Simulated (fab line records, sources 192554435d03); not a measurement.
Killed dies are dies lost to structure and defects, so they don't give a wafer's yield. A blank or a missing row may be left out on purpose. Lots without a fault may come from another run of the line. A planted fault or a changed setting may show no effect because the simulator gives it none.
fab line records | flow n5_finfet
record lots=24 wafers=72 last_day=18
route steps=1938 shown BEOL_M1@799 BEOL_M2@855
lots that met no fault: from a run of the same line without faults
start_h: hours from the record's first day to the start of the lot's first wafer shown | wait_h: hours since the lot's step before | " the same as in the row above | L1.1+2: a row that stands for several wafers | - no value, or no start given | * or withheld: withheld | < > ~ a bound
route shown NAME@n: a module of which the file shows steps, and the number in the route of the first | usual: mean/standard deviation of fault-free wafers | same: alike in all rows | chamber/n: place in a boat | sites: the reading at each site | _std_site: their standard deviation | _edge_site: outer sites' mean less inner sites' | radius_mm: how far each site lies from the wafer's centre | mask NAME#n: copy n | behind: the tool/chamber that last shaped the wafer | hold: why the lot was held/for how many hours/how that ended | device: the transistor (n, p or np) that didn't switch | end of line: the same wafers' tests at the end of the route | a step without rows: its recipe alone | killed: dies lost to structure and defects at the first sort, not the wafer's yield | map: a wafer's dies, x killed, . not, _ none there
set.NAME: the setting as run; set.NAME@STEP: as run at that earlier step | model.NAME: the simulator's own value behind a step, which no gauge read
steps of the route over a sample of lots; a table a step, a row a wafer
services: from which hour (start_h, from the record's first day; less than 0 if before it) a tool's chamber was out of use, for how many hours, and why
## steps
# step N5_BEOL_M1_STRIP_36
# recipe chemistry=N2/H2 power_w=450 temp_c=40 pressure_mtorr=20 rf_frequency_hz=6e+07 overash_fraction=0.3 bias_power_w=7 h2_frac=0.5 n2_flow_sccm=200 h2_flow_sccm=200
# usual drypump_motor_current_A=5.8/0.48 oes_product_au=0.77/0.086 rf_vpp_V=59.0/1.6 showerhead_plenum_p_Torr=2.50/0.079 throttle_valve_pct=23.62/0.25
# columns lot.wafer tool chamber start_h wait_h drypump_motor_current_A oes_product_au rf_hours_counter_h rf_vpp_V showerhead_plenum_p_Torr throttle_valve_pct
L074.1 rie_diel-02 0 123.79 0.0 5.7 0.77 125 58.2 2.55 23.93
L074.4 " 2 " " 5.2 0.68 244 57.1 2.49 23.31
L074.5 " 2 " " 5.2 0.68 - 59.5 2.49 23.28
L075.2 rie_diel-03 0 130.42 0.0 6.1 0.78 163 58.1 2.43 23.46
L075.4 " 1 " " 4.7 0.66 239 57.1 2.60 23.59
L075.6 " 1 " " 4.7 0.67 - 60.8 2.60 23.60
L076.1 rie_diel-03 2 139.81 0.0 6.2 0.76 153 59.7 2.44 23.84
L076.2 " 3 " " 6.2 0.79 93 57.4 2.46 23.67
L076.4 " 1 " " 4.7 0.67 242 57.6 2.60 23.63
L077.1 rie_diel-02 1 143.74 0.0 5.7 0.77 124 56.6 2.34 23.06
L077.2 " 3 " " 6.3 0.69 247 60.5 2.61 23.59
L077.5 " 1 " " 5.7 0.77 - 57.7 2.34 23.03
L078.2 rie_diel-03 1 153.35 0.0 4.7 0.67 245 61.0 2.59 23.63
L078.4 " 0 " " 6.1 0.78 169 57.0 2.42 23.43
L078.6 " 2 " " 6.2 0.75 - 58.5 2.44 23.82
L079.3 rie_diel-03 2 156.44 0.0 6.2 0.74 158 58.4 2.44 23.84
L079.4 " 1 " " 4.7 0.67 247 60.4 2.59 23.58
L079.6 " 3 " " 6.2 0.80 - 56.3 2.45 23.66
L080.3 rie_diel-04 1 161.42 0.0 6.1 0.76 152 60.7 2.65 23.51
L080.5 " 2 " " 5.7 0.66 - 60.0 2.49 23.77
L080.6 " 1 " " 6.1 0.77 - 60.5 2.65 23.53
L081.2 rie_diel-02 1 170.40 0.0 5.7 0.77 133 59.1 2.34 23.04
L081.3 " 0 " " 5.7 0.75 142 59.7 2.54 23.95
L081.4 " 3 " " 6.3 0.68 - 58.3 2.61 23.62
L082.2 rie_diel-03 3 177.04 0.0 6.2 0.80 104 55.7 2.45 23.63
L082.4 " 2 " " 6.2 0.73 - 58.3 2.43 23.84
L082.6 " 0 " " 6.1 0.76 - 61.1 2.42 23.46
L083.1 rie_diel-04 2 180.89 0.0 5.7 0.66 249 56.4 2.49 23.80
L083.2 " 0 " " 5.6 0.70 201 59.5 2.52 23.82
L083.3 " 3 " " 5.8 0.73 213 60.9 2.51 23.86
L084.2 rie_diel-03 0 190.61 0.0 6.1 0.77 181 56.6 2.42 23.45
L084.4 " 3 " " 6.2 0.81 - 59.5 2.45 23.67
L084.5 " 2 " " 6.2 0.72 - 59.7 2.43 23.84
L085.1 rie_diel-03 0 195.07 0.0 6.1 0.75 183 61.1 2.42 23.45
L085.3 " 1 " " 4.7 1.02 0 63.4 2.59 23.29
L085.5 " 0 " " 6.1 0.75 - 56.3 2.42 23.45
L086.2 rie_diel-04 3 203.56 0.0 5.8 0.71 222 62.3 2.51 23.87
L086.3 " 2 " " 5.7 1.00 1 58.9 2.49 23.53
L086.6 " 0 " " 5.6 0.69 - 61.6 2.51 23.83
L087.1 rie_diel-03 0 204.03 0.0 6.1 0.76 185 57.4 2.42 23.44
L087.3 " 2 " " 6.2 0.72 173 59.3 2.43 23.84
L087.6 " 0 " " 6.1 0.76 - 58.4 2.42 23.45
L089.1 rie_diel-04 3 213.68 0.0 5.8 0.72 225 57.1 2.50 23.86
L089.5 " 3 " " 5.8 0.72 - 59.0 2.50 23.89
L089.6 " 0 " " 5.6 0.69 - 55.9 2.51 23.86
L088.1 rie_diel-03 2 215.79 0.0 6.2 0.74 176 58.1 2.43 23.88
L088.4 " 1 " " 4.7 0.98 6 60.1 2.59 23.23
L088.6 " 1 " " 4.7 0.97 - 59.3 2.59 23.27
L090.1 rie_diel-03 0 222.12 0.0 6.1 0.74 190 58.4 2.41 23.45
L090.3 " 1 " " 4.8 0.97 8 57.5 2.59 23.27
L090.4 " 3 " " 6.2 0.78 117 59.6 2.45 23.67
L091.2 rie_diel-04 3 230.95 0.0 5.8 0.72 231 57.5 2.50 23.87
L091.5 " 2 " " 5.7 0.93 - 62.8 2.49 23.53
L091.6 " 1 " " 6.1 0.73 - 60.8 2.64 23.56
L092.1 rie_diel-02 2 239.35 0.0 5.2 0.93 18 61.2 2.48 22.98
L092.2 " 3 " " 6.3 0.93 14 61.7 2.60 23.31
L092.4 " 0 " " 5.7 0.72 164 60.3 2.53 23.97
L093.1 rie_diel-03 2 239.75 0.0 6.2 0.73 183 60.1 2.43 23.85
L093.3 " 0 " " 6.1 0.75 195 56.4 2.41 23.44
L093.4 " 3 " " 6.2 0.79 122 60.3 2.44 23.70
L094.1 rie_diel-04 1 243.08 0.0 6.1 0.74 178 58.9 2.64 23.56
L094.5 " 1 " " 6.1 0.75 - 58.3 2.64 23.56
L094.6 " 0 " " 5.6 0.69 - 60.0 2.51 23.87
L095.3 rie_diel-04 1 246.77 0.0 6.1 0.74 179 60.9 2.64 23.59
L095.4 " 3 " " 5.9 0.71 235 59.0 2.50 23.91
L095.6 " 0 " " 5.6 0.69 - 59.8 2.51 23.84
L096.1 rie_diel-03 1 262.93 0.0 4.7 0.92 21 58.5 2.58 23.28
L096.4 " 3 " " 6.3 0.77 129 57.1 2.44 23.71
L096.5 " 0 " " 6.1 0.74 - 57.1 2.41 23.52
L097.1 rie_diel-04 0 278.76 0.0 5.6 0.67 235 59.1 2.50 23.86
L097.3 " 2 " " 5.7 0.89 24 60.1 2.48 23.52
L097.5 " 3 " " 5.8 0.71 - 59.4 2.50 23.88
# step N5_BEOL_M1_ANNEAL_82
# recipe temp_c=400 time_s=240 ambient=vacuum
# usual heater_power_w=855/77
# columns lot.wafer tool chamber start_h wait_h heater_power_w
L074.1 pvd_sputter-02 - 125.44 0.0 1016
L074.4 " - " " 914
L074.5 " - " " 802
L075.2 pvd_sputter-03 - 132.04 0.0 761
L075.4 " - " " 857
L075.6 " - " " 867
L076.1 pvd_sputter-02 - 141.80 0.0 939
L076.2 " - " " 1035
L076.4 " - " " 802
L077.1 pvd_sputter-03 - 145.22 0.0 863
L077.2 " - " " 743
L077.5 " - " " 858
L078.2 pvd_sputter-02 - 154.86 0.0 1014
L078.4 " - " " 841
L078.6 " - " " 809
L079.3 pvd_sputter-01 - 158.87 0.0 801
L079.4 " - " " 901
L079.6 " - " " 860
L080.3 pvd_sputter-01 - 162.94 0.0 824
L080.5 " - " " 882
L080.6 " - " " 860
L081.2 pvd_sputter-02 - 172.58 0.0 816
L081.3 " - " " 837
L081.4 " - " " 1053
L082.2 pvd_sputter-03 - 180.37 0.0 854
L082.4 " - " " 736
L082.6 " - " " 862
L083.1 pvd_sputter-02 - 182.35 0.0 937
L083.2 " - " " 1051
L083.3 " - " " 836
L084.2 pvd_sputter-01 - 192.14 0.0 904
L084.4 " - " " 831
L084.5 " - " " 820
L085.1 pvd_sputter-01 - 197.03 0.0 908
L085.3 " - " " 886
L085.5 " - " " 922
L086.2 pvd_sputter-02 - 205.35 0.0 807
L086.3 " - " " 1056
L086.6 " - " " 850
L087.1 pvd_sputter-03 - 205.60 0.0 832
L087.3 " - " " 746
L087.6 " - " " 767
L089.1 pvd_sputter-03 - 215.38 0.0 757
L089.5 " - " " 732
L089.6 " - " " 852
L088.1 pvd_sputter-03 - 218.01 0.0 851
L088.4 " - " " 757
L088.6 " - " " 844
L090.1 pvd_sputter-03 - 223.67 0.0 752
L090.3 " - " " 761
L090.4 " - " " 879
L091.2 pvd_sputter-03 - 233.20 0.0 768
L091.5 " - " " 766
L091.6 " - " " 862
L092.1 pvd_sputter-03 - 241.33 0.0 743
L092.2 " - " " 848
L092.4 " - " " 842
L093.1 pvd_sputter-02 - 241.91 0.0 1059
L093.3 " - " " 801
L093.4 " - " " 908
L094.1 pvd_sputter-01 - 246.21 0.0 817
L094.5 " - " " 892
L094.6 " - " " 831
L095.3 pvd_sputter-01 - 249.34 0.0 902
L095.4 " - " " 808
L095.6 " - " " 820
L096.1 pvd_sputter-02 - 264.68 0.0 1044
L096.4 " - " " 858
L096.5 " - " " 1026
L097.1 pvd_sputter-01 - 280.72 0.0 870
L097.3 " - " " 828
L097.5 " - " " 843
# step N5_BEOL_M1_SPUTTER_90
# recipe material=Cu target_thk_a=45 temp_c=-20 chamber_pressure_pa=0.07 power_w=withheld time_s=8.29
# usual throttle_valve_pct=29.9/0.76
# columns lot.wafer tool chamber start_h wait_h throttle_valve_pct
L074.1 pvd_sputter-02 - 126.02 0.1 31.4
L074.4 " - " " 30.0
L074.5 " - " " 29.2
L075.2 pvd_sputter-03 - 132.62 0.1 30.4
L075.4 " - " " 29.4
L075.6 " - " " 29.0
L076.1 pvd_sputter-02 - 142.38 0.1 30.1
L076.2 " - " " 31.3
L076.4 " - " " 29.6
L077.1 pvd_sputter-03 - 145.80 0.1 29.1
L077.2 " - " " 29.6
L077.5 " - " " 29.5
L078.2 pvd_sputter-02 - 155.44 0.1 31.4
L078.4 " - " " 28.6
L078.6 " - " " 29.1
L079.3 pvd_sputter-01 - 159.45 0.1 29.6
L079.4 " - " " 29.7
L079.6 " - " " 30.2
L080.3 pvd_sputter-01 - 163.52 0.1 30.2
L080.5 " - " " 29.5
L080.6 " - " " 30.2
L081.2 pvd_sputter-02 - 173.16 0.1 29.3
L081.3 " - " " 28.5
L081.4 " - " " 31.1
L082.2 pvd_sputter-03 - 180.95 0.1 29.1
L082.4 " - " " 29.2
L082.6 " - " " 29.2
L083.1 pvd_sputter-02 - 182.93 0.1 30.1
L083.2 " - " " 31.3
L083.3 " - " " 29.0
L084.2 pvd_sputter-01 - 192.72 0.1 29.9
L084.4 " - " " 29.3
L084.5 " - " " 29.3
L085.1 pvd_sputter-01 - 197.61 0.1 31.0
L085.3 " - " " 29.7
L085.5 " - " " 29.7
L086.2 pvd_sputter-02 - 205.93 0.1 29.8
L086.3 " - " " 31.1
L086.6 " - " " 28.6
L087.1 pvd_sputter-03 - 206.18 0.1 29.3
L087.3 " - " " 30.6
L087.6 " - " " 30.4
L089.1 pvd_sputter-03 - 215.96 0.1 29.3
L089.5 " - " " 30.5
L089.6 " - " " 29.0
L088.1 pvd_sputter-03 - 218.59 0.1 29.5
L088.4 " - " " 29.5
L088.6 " - " " 28.9
L090.1 pvd_sputter-03 - 224.25 0.1 29.7
L090.3 " - " " 30.7
L090.4 " - " " 29.1
L091.2 pvd_sputter-03 - 233.78 0.1 30.3
L091.5 " - " " 30.3
L091.6 " - " " 29.1
L092.1 pvd_sputter-03 - 241.91 0.1 30.4
L092.2 " - " " 28.9
L092.4 " - " " 29.6
L093.1 pvd_sputter-02 - 242.49 0.1 31.4
L093.3 " - " " 29.3
L093.4 " - " " 29.9
L094.1 pvd_sputter-01 - 246.79 0.1 29.7
L094.5 " - " " 29.7
L094.6 " - " " 30.0
L095.3 pvd_sputter-01 - 249.92 0.1 29.7
L095.4 " - " " 29.4
L095.6 " - " " 29.5
L096.1 pvd_sputter-02 - 265.26 0.1 31.2
L096.4 " - " " 28.6
L096.5 " - " " 31.3
L097.1 pvd_sputter-01 - 281.30 0.1 30.3
L097.3 " - " " 29.3
L097.5 " - " " 29.5
# step N5_BEOL_M2_OVL_MEAS_12
# recipe points_per_wafer=522
# usual M2_OVL=0.5/0.63
# columns lot.wafer tool chamber start_h wait_h M2_OVL[nm]
L074.1 overlay-02 0 130.79 0.0 -0.6
L074.4 " 0 " " 0.2
L074.5 " 0 " " -0.3
L075.2 overlay-01 0 135.72 0.0 -0.1
L075.4 " 0 " " 1.4
L075.6 " 0 " " 0.8
L076.1 overlay-01 0 145.17 0.0 0.7
L076.2 " 0 " " 1.2
L076.4 " 0 " " 1.3
L077.1 overlay-02 0 151.66 0.0 0.1
L077.2 " 0 " " -0.7
L077.5 " 0 " " 0.8
L078.2 overlay-02 0 160.84 0.0 -0.2
L078.4 " 0 " " 0.0
L078.6 " 0 " " -0.3
L079.3 overlay-02 0 165.12 0.0 0.0
L079.4 " 0 " " -0.1
L079.6 " 0 " " -0.9
L080.3 overlay-02 0 171.05 0.0 0.7
L080.5 " 0 " " 0.5
L080.6 " 0 " " 0.2
L081.2 overlay-02 0 179.62 0.0 1.0
L081.3 " 0 " " 0.5
L081.4 " 0 " " 0.2
L082.2 overlay-02 0 188.56 0.0 1.4
L082.4 " 0 " " 0.4
L082.6 " 0 " " 1.4
L083.1 overlay-02 0 189.94 0.0 1.6
L083.2 " 0 " " 0.3
L083.3 " 0 " " 1.4
L084.2 overlay-02 0 198.79 0.0 1.1
L084.4 " 0 " " 1.2
L084.5 " 0 " " 0.3
L085.1 overlay-02 0 204.21 0.0 1.7
L085.3 " 0 " " 0.3
L085.5 " 0 " " 0.8
L086.2 overlay-01 0 210.29 0.0 0.1
L086.3 " 0 " " 1.4
L086.6 " 0 " " 0.9
L087.1 overlay-01 0 211.67 0.0 -0.2
L087.3 " 0 " " -0.3
L087.6 " 0 " " 0.1
L089.1 overlay-02 0 221.09 0.0 0.3
L089.5 " 0 " " 0.6
L089.6 " 0 " " 0.7
L088.1 overlay-02 0 223.32 0.0 1.0
L088.4 " 0 " " 0.1
L088.6 " 0 " " 0.4
L090.1 overlay-02 0 228.57 0.0 1.3
L090.3 " 0 " " 0.3
L090.4 " 0 " " -0.6
L091.2 overlay-02 0 240.08 0.0 1.0
L091.5 " 0 " " 0.6
L091.6 " 0 " " 1.5
L092.1 overlay-01 0 244.33 0.0 0.9
L092.2 " 0 " " 1.2
L092.4 " 0 " " 0.6
L093.1 overlay-01 0 247.19 0.0 0.4
L093.3 " 0 " " 0.3
L093.4 " 0 " " 0.6
L094.1 overlay-02 0 251.19 0.0 -1.0
L094.5 " 0 " " -0.7
L094.6 " 0 " " -0.3
L095.3 overlay-01 0 252.73 0.0 0.2
L095.4 " 0 " " 1.1
L095.6 " 0 " " 0.4
L096.1 overlay-02 0 269.50 0.0 0.3
L096.4 " 0 " " -0.7
L096.5 " 0 " " 1.0
L097.1 overlay-02 0 284.17 0.0 -0.1
L097.3 " 0 " " 0.7
L097.5 " 0 " " 0.3
# step N5_BEOL_M2_ETCH_69
# recipe chemistry=CF4 target=SiARC target_depth_a=156 mask_material=CAR-EUV time_s=26 ion_energy_ev=80 pressure_mtorr=40 source_w=545 bias_w=36 Ar_flow_sccm=100 cf4_flow_sccm=100 ends=cleared
# usual drypump_motor_current_A=5.6/0.45 etch_rf_on_time_s=25.8/0.36 oes_product_au=0.70/0.067 rf_vpp_V=184.3/1.3 showerhead_plenum_p_Torr=2.16/0.076 throttle_valve_pct=15.60/0.24
# columns lot.wafer tool chamber start_h wait_h drypump_motor_current_A etch_rf_on_time_s oes_product_au rf_hours_counter_h rf_vpp_V showerhead_plenum_p_Torr throttle_valve_pct
L074.1 rie_diel-01 2 132.11 0.0 5.3 25.5 0.69 100 183.9 2.08 15.39
L074.4 " 0 " " 6.2 26.0 0.61 210 183.7 2.13 16.01
L074.5 " 1 " " 5.6 26.0 0.60 - 183.0 2.13 15.78
L075.2 rie_diel-06 1 136.74 0.0 6.2 25.7 0.76 28 186.1 2.27 15.59
L075.4 " 0 " " 4.8 25.4 0.75 51 187.2 2.26 15.68
L075.6 " 2 " " 5.8 26.1 0.62 - 183.1 2.13 15.87
L076.1 rie_diel-01 3 146.69 0.0 5.4 25.8 0.70 86 185.5 2.07 15.21
L076.2 " 0 " " 6.2 25.8 0.61 215 183.9 2.13 16.04
L076.4 " 2 " " 5.2 25.4 0.68 104 183.0 2.07 15.40
L077.1 rie_diel-05 3 153.08 0.0 4.9 25.4 0.79 18 185.4 2.27 15.41
L077.2 " 2 " " 5.6 25.0 0.76 59 183.2 2.08 15.76
L077.5 " 3 " " 5.0 25.3 0.79 - 185.8 2.27 15.41
L078.2 rie_diel-06 1 162.29 0.0 6.3 26.1 0.74 36 187.6 2.27 15.63
L078.4 " 3 " " 5.7 26.1 0.59 231 184.0 2.20 16.07
L078.6 " 3 " " 5.7 26.2 0.59 - 184.4 2.20 16.06
L079.3 rie_diel-05 3 166.23 0.0 4.9 25.6 0.77 23 186.5 2.27 15.41
L079.4 " 0 " " 5.5 25.9 0.75 34 184.1 2.10 15.34
L079.6 " 1 " " 6.1 25.3 0.80 - 184.7 2.18 15.24
L080.3 rie_diel-05 2 172.20 0.0 5.6 25.2 0.75 66 182.9 2.08 15.76
L080.5 " 2 " " 5.7 25.3 0.74 - 183.4 2.08 15.74
L080.6 " 1 " " 6.1 25.4 0.79 - 183.1 2.18 15.27
L081.2 rie_diel-06 0 181.04 0.0 4.8 25.5 0.72 62 186.0 2.25 15.70
L081.3 " 2 " " 5.8 25.9 0.61 214 183.1 2.12 15.89
L081.4 " 1 " " 6.2 25.8 0.75 42 184.8 2.27 15.60
L082.2 rie_diel-05 1 189.73 0.0 6.1 25.4 0.78 23 183.5 2.18 15.26
L082.4 " 3 " " 4.9 25.5 0.75 31 186.4 2.27 15.42
L082.6 " 3 " " 5.0 25.6 0.75 - 185.7 2.27 15.45
L083.1 rie_diel-06 1 191.27 0.0 6.3 26.1 0.73 44 184.4 2.27 15.62
L083.2 " 0 " " 4.8 25.6 0.72 64 185.1 2.25 15.72
L083.3 " 3 " " 5.7 26.1 0.58 241 186.0 2.20 16.09
L084.2 rie_diel-01 1 199.94 0.0 5.7 26.5 0.59 233 184.4 2.12 15.81
L084.4 " 0 " " 6.2 26.5 0.59 233 183.0 2.12 16.07
L084.5 " 3 " " 5.4 26.2 0.68 - 183.0 2.07 15.25
L085.1 rie_diel-01 2 205.24 0.0 5.3 25.8 0.66 125 183.6 2.07 15.45
L085.3 " 1 " " 5.6 26.3 0.59 234 184.8 2.12 15.83
L085.5 " 0 " " 6.2 26.4 0.59 - 184.3 2.12 16.07
L086.2 rie_diel-01 3 211.31 0.0 5.4 26.1 0.67 107 183.8 2.07 15.25
L086.3 " 2 " " 5.2 25.7 0.66 126 182.7 2.07 15.44
L086.6 " 0 " " 6.2 26.1 0.59 - 183.2 2.12 16.07
L087.1 rie_diel-05 1 212.81 0.0 6.1 25.5 0.76 30 183.9 2.18 15.28
L087.3 " 2 " " 5.6 25.2 0.73 80 183.6 2.08 15.80
L087.6 " 3 " " 4.9 25.8 0.74 - 186.0 2.26 15.45
L089.1 rie_diel-01 1 222.45 0.0 5.7 26.0 0.58 240 183.4 2.12 15.85
L089.5 " 2 " " 5.3 25.4 0.66 - 183.4 2.07 15.45
L089.6 " 3 " " 5.3 26.3 0.68 - 183.6 2.07 15.25
L088.1 rie_diel-06 1 224.34 0.0 6.3 26.0 0.73 56 185.8 2.26 15.64
L088.4 " 0 " " 4.8 25.7 0.72 - 185.0 2.25 15.74
L088.6 " 1 " " 6.3 26.0 0.71 - 184.5 2.26 15.64
L090.1 rie_diel-05 1 229.59 0.0 6.1 25.4 0.76 35 184.3 2.18 15.30
L090.3 " 2 " " 5.6 25.3 0.72 86 182.9 2.08 15.83
L090.4 " 0 " " 5.5 26.1 0.72 55 184.6 2.10 15.39
L091.2 rie_diel-05 3 241.17 0.0 5.0 25.7 0.73 49 185.4 2.26 15.48
L091.5 " 3 " " 4.9 25.6 0.73 - 187.0 2.26 15.47
L091.6 " 2 " " 5.6 25.1 0.72 - 182.3 2.07 15.81
L092.1 rie_diel-06 1 245.47 0.0 6.3 25.8 0.72 65 184.0 2.26 15.66
L092.2 " 2 " " 5.8 25.9 0.60 236 182.5 2.12 15.92
L092.4 " 3 " " 5.7 25.5 0.82 1 185.0 2.20 15.60
L093.1 rie_diel-05 0 248.21 0.0 5.5 26.4 0.70 60 183.3 2.09 15.38
L093.3 " 3 " " 5.0 26.0 0.72 50 185.1 2.26 15.47
L093.4 " 1 " " 6.1 25.6 0.74 41 185.2 2.18 15.32
L094.1 rie_diel-06 1 253.38 0.0 6.3 25.8 0.71 68 185.9 2.26 15.66
L094.5 " 1 " " 6.3 25.9 0.71 - 184.6 2.26 15.65
L094.6 " 3 " " 5.7 25.6 0.81 - 183.4 2.20 15.61
L095.3 rie_diel-06 1 255.64 0.0 6.2 25.8 0.70 - 183.4 2.26 15.67
L095.4 " 3 " " 5.7 25.7 0.81 - 185.6 2.20 15.61
L095.6 " 3 " " 5.7 25.9 0.81 - 183.5 2.20 15.60
L096.1 rie_diel-01 3 270.72 0.0 5.4 25.9 0.66 132 183.8 2.06 15.31
L096.4 " 2 " " 5.2 25.6 0.64 - 182.2 2.06 15.50
L096.5 " 3 " " 5.4 26.0 0.66 - 182.3 2.06 15.29
L097.1 rie_diel-05 2 285.33 0.0 5.7 25.4 0.70 107 183.5 2.07 15.84
L097.3 " 3 " " 5.0 25.8 0.71 65 187.1 2.26 15.52
L097.5 " 0 " " 5.5 26.1 0.70 - 183.3 2.09 15.42
# step N5_BEOL_M2_ETCH_70
# recipe chemistry=N2/H2 target=SOC target_depth_a=800 overetch_a=240 mask_material=SiARC temp_c=40 time_s=130 ion_energy_ev=200 pressure_mtorr=30 source_w=840 bias_w=150 n2_flow_sccm=200 h2_flow_sccm=200
# usual drypump_motor_current_A=5.6/0.4 oes_product_au=0.58/0.056 rf_vpp_V=523.6/2.6 showerhead_plenum_p_Torr=2.53/0.087 throttle_valve_pct=17.79/0.24
# columns lot.wafer tool chamber start_h wait_h drypump_motor_current_A oes_product_au rf_hours_counter_h rf_vpp_V showerhead_plenum_p_Torr throttle_valve_pct
L074.1 rie_diel-05 3 139.17 0.0 5.0 0.67 13 527.7 2.71 17.47
L074.4 " 2 " " 5.6 0.65 53 522.8 2.47 17.94
L074.5 " 0 " " 5.5 0.66 - 521.9 2.48 17.48
L075.2 rie_diel-06 0 139.83 0.0 4.8 0.64 51 529.3 2.69 17.81
L075.4 " 1 " " 6.3 0.66 28 529.0 2.71 17.91
L075.6 " 0 " " 4.8 0.64 - 527.1 2.69 17.80
L076.1 rie_diel-01 2 148.23 0.0 5.3 0.59 105 521.0 2.46 17.72
L076.2 " 1 " " 5.7 0.52 214 523.2 2.51 17.91
L076.4 " 0 " " 6.2 0.52 215 523.6 2.52 18.24
L077.1 rie_diel-05 1 153.41 0.0 6.1 0.68 10 525.0 2.59 17.45
L077.2 " 3 " " 5.0 0.66 19 528.4 2.71 17.49
L077.5 " 2 " " 5.6 0.64 - 522.3 2.47 17.94
L078.2 rie_diel-06 0 163.59 0.0 4.8 0.63 56 527.8 2.68 17.82
L078.4 " 2 " " 5.8 0.53 209 523.2 2.52 17.97
L078.6 " 1 " " 6.3 0.65 - 528.5 2.70 17.92
L079.3 rie_diel-05 0 166.75 0.0 5.5 0.64 34 522.4 2.48 17.52
L079.4 " 2 " " 5.6 0.63 64 522.2 2.47 17.95
L079.6 " 1 " " 6.1 0.68 - 524.2 2.59 17.47
L080.3 rie_diel-01 1 172.44 0.0 5.6 0.52 223 524.4 2.50 17.96
L080.5 " 1 " " 5.6 0.51 - 523.4 2.51 17.94
L080.6 " 2 " " 5.3 0.58 - 522.3 2.45 17.74
L081.2 rie_diel-01 1 181.29 0.0 5.7 0.52 225 524.1 2.50 17.94
L081.3 " 2 " " 5.3 0.57 117 521.1 2.45 17.73
L081.4 " 0 " " 6.2 0.52 225 521.9 2.52 18.24
L082.2 rie_diel-01 1 190.10 0.0 5.7 0.52 229 521.0 2.50 17.94
L082.4 " 2 " " 5.2 0.58 120 520.7 2.45 17.74
L082.6 " 1 " " 5.6 0.51 - 523.2 2.50 17.94
L083.1 rie_diel-05 0 191.70 0.0 5.5 0.63 42 522.2 2.48 17.53
L083.2 " 2 " " 5.6 0.63 73 520.2 2.46 17.98
L083.3 " 3 " " 5.0 0.64 31 528.8 2.70 17.51
L084.2 rie_diel-01 0 200.27 0.0 6.2 0.51 233 522.9 2.52 18.27
L084.4 " 3 " " 5.4 0.59 104 521.8 2.46 17.54
L084.5 " 1 " " 5.7 0.50 - 522.8 2.50 17.95
L085.1 rie_diel-01 0 206.07 0.0 6.2 0.51 235 522.2 2.52 18.25
L085.3 " 1 " " 5.6 0.51 234 522.7 2.50 17.96
L085.5 " 0 " " 6.2 0.52 - 523.8 2.52 18.26
L086.2 rie_diel-01 0 211.55 0.0 6.2 0.51 237 523.0 2.52 18.26
L086.3 " 3 " " 5.4 0.58 107 521.7 2.46 17.53
L086.6 " 0 " " 6.1 0.51 - 522.8 2.52 18.28
L087.1 rie_diel-01 3 213.39 0.0 5.4 0.59 108 521.6 2.45 17.54
L087.3 " 2 " " 5.3 0.57 127 520.1 2.45 17.75
L087.6 " 0 " " 6.2 0.52 - 522.4 2.52 18.25
L089.1 rie_diel-06 2 224.87 0.0 5.8 0.53 227 522.8 2.51 18.01
L089.5 " 2 " " 5.8 0.52 - 522.4 2.51 18.01
L089.6 " 0 " " 4.8 0.61 - 528.7 2.68 17.85
L088.1 rie_diel-05 0 229.77 0.0 5.5 0.62 55 521.7 2.47 17.54
L088.4 " 2 " " 5.6 0.61 86 521.7 2.46 17.99
L088.6 " 3 " " 5.0 0.62 - 530.7 2.69 17.53
L090.1 rie_diel-05 3 232.28 0.0 5.0 0.62 46 528.9 2.69 17.55
L090.3 " 2 " " 5.7 0.61 87 521.7 2.46 17.99
L090.4 " 1 " " 6.1 0.64 36 525.2 2.58 17.51
L093.1 rie_diel-01 2 250.40 0.0 5.3 0.56 140 520.3 2.44 17.78
L093.3 " 3 " " 5.4 0.57 122 521.8 2.45 17.57
L093.4 " 2 " " 5.3 0.55 - 522.0 2.44 17.76
L091.2 rie_diel-01 2 252.19 0.0 5.3 0.56 142 522.1 2.44 17.78
L091.5 " 1 " " 5.7 0.50 - 521.9 2.49 17.97
L091.6 " 2 " " 5.3 0.56 - 521.1 2.44 17.78
L092.1 rie_diel-06 3 254.40 0.0 5.7 0.70 5 525.6 2.60 17.77
L092.2 " 1 " " 6.3 0.61 69 529.2 2.69 17.97
L092.4 " 3 " " 5.7 0.69 - 525.8 2.60 17.77
L094.1 rie_diel-01 1 255.83 0.0 5.7 0.50 254 522.4 2.49 17.98
L094.5 " 1 " " 5.6 0.50 - 522.8 2.49 17.98
L094.6 " 2 " " 5.3 0.55 - 520.8 2.44 17.79
L095.3 rie_diel-01 2 259.08 0.0 5.3 0.55 146 520.1 2.44 17.77
L095.4 " 1 " " 5.6 0.50 - 522.9 2.49 18.00
L095.6 " 3 " " 5.4 0.57 - 521.4 2.45 17.59
L096.1 rie_diel-05 0 274.70 0.0 5.5 0.61 71 521.2 2.47 17.58
L096.4 " 3 " " 5.0 0.61 61 528.7 2.69 17.57
L096.5 " 1 " " 6.1 0.63 - 526.3 2.57 17.55
L097.1 rie_diel-05 0 297.41 0.0 5.5 0.59 78 522.0 2.46 17.58
L097.3 " 2 " " 5.7 0.59 110 521.1 2.45 18.05
L097.5 " 1 " " 6.1 0.62 - 526.0 2.57 17.57
## services
# columns tool chamber start_h hours kind
rie_diel-05 1 106.24 - clean
rie_diel-05 1 106.24 - consumable_replace:focus_ring
rie_diel-05 1 106.24 21.1 scheduled_down
rie_diel-05 1 106.24 21.1 vent_cycle
rie_diel-02 1 128.59 14.5 repair
rie_diel-06 0 149.96 9.6 repair
rie_diel-03 1 170.57 - clean
rie_diel-06 - 186.01 2.8 pm
rie_diel-06 2 193.07 5.0 repair
rie_diel-01 0 246.77 - clean
rie_diel-01 0 246.77 - consumable_replace:focus_ring
rie_diel-01 0 246.77 17.1 scheduled_down
rie_diel-01 0 246.77 17.1 vent_cycle
rie_diel-06 0 248.46 12.2 repair
rie_diel-04 2 250.08 2.5 repair
rie_diel-06 2 253.30 11.7 repair
rie_diel-04 3 257.50 8.1 repair
rie_diel-01 1 263.83 - clean
rie_diel-01 1 263.83 - consumable_replace:focus_ring
rie_diel-01 1 263.83 23.1 scheduled_down
rie_diel-01 1 263.83 23.1 vent_cycle
rie_diel-02 - 270.26 14.6 pm
pvd_sputter-03 - 285.89 3.8 repair
rie_diel-02 - 289.47 0.3 repair
## key
fault none
